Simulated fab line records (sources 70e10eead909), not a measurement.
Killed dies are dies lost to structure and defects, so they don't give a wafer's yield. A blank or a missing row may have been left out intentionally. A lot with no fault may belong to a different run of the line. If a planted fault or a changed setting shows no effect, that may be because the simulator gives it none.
Which tool was responsible? ; flow nand_harc ; 45 wafers sampled from 15 lots at 1 step of a route of 1302

## WHAT EACH GAUGE READ, for each wafer
NHARC_P_STI_OCD_MEAS_17. Usual: trench_depth_nm 300 nm, standard deviation 4.5; trench_foot_cd_nm 158.3 nm, standard deviation 2.1.
lot;measured;on;trench_depth_nm (nm);trench_foot_cd_nm (nm);flag
L136;day 2 20:38;ocd-02;298 299 302;156.9 158.2 154.1;
L137;day 3 09:17;ocd-01;302 298 304;154.4 155.1 152.0;
L138;day 3 17:10;ocd-01;301 299 298;155.4 157.0 159.7;
L142;day 5 08:29;ocd-02;303 290 305;159.6 161.0 155.1;
L143;day 5 18:19;ocd-02;305 308 299;152.9 157.4 156.9;
L144;day 6 04:27;ocd-01;299 309 301;158.5 157.1 154.8;
L145;day 6 15:01;ocd-01;306 302 307;159.1 159.4 157.1;
L146;day 7 02:10;ocd-01;297 309 298;156.6 158.5 159.0;
L148;day 7 22:23;ocd-01;300 288 297;161.0 158.2 157.4;
L149;day 8 05:53;ocd-01;300 305 303;156.3 158.0 159.8;
L151;day 9 03:26;ocd-02;298 302 304;157.7 160.8 158.8;
L154;day 10 07:40;ocd-01;300 290 298;157.3 160.9 163.0;
L155;day 10 18:19;ocd-02;300 301 298;161.5 160.2 161.3;
L156;day 11 06:04;ocd-01;300 302 300;160.3 158.9 162.9;
L159;day 12 09:55;ocd-02;297 298 296;160.4 156.2 156.5;

## TOOL THAT RAN EACH LOT (tool first, then ch and the chambers of the sampled wafers, then the start)
The record holds no process step before these readings.

## AS READ BY THE TOOLS THEMSELVES (means over the sampled wafers that have a number; for cases with no such wafer, the mark the record gives instead)
The record holds no such reading with a usual standard deviation.

## THE ANSWER, worked out from the rows above alone
Rule: a lot counts as off when the mean over its wafers that have a number is more than 3 standard deviations away from the usual mean. A lot without any number at a reading at which 4 lots or more have one is off too. The other lots that the step has rows for count as sound. After the gauges, taken in route order, come the tools' own readings; for these a lot's mean is taken, as printed above. At the first step where some lot is off, the reading lying furthest off is the one used; lots without a number count as furthest.
Across all readings shown, no lot is off: no conclusion can be drawn from this.

## WHAT HAD BEEN PUT IN BY THE SIMULATOR
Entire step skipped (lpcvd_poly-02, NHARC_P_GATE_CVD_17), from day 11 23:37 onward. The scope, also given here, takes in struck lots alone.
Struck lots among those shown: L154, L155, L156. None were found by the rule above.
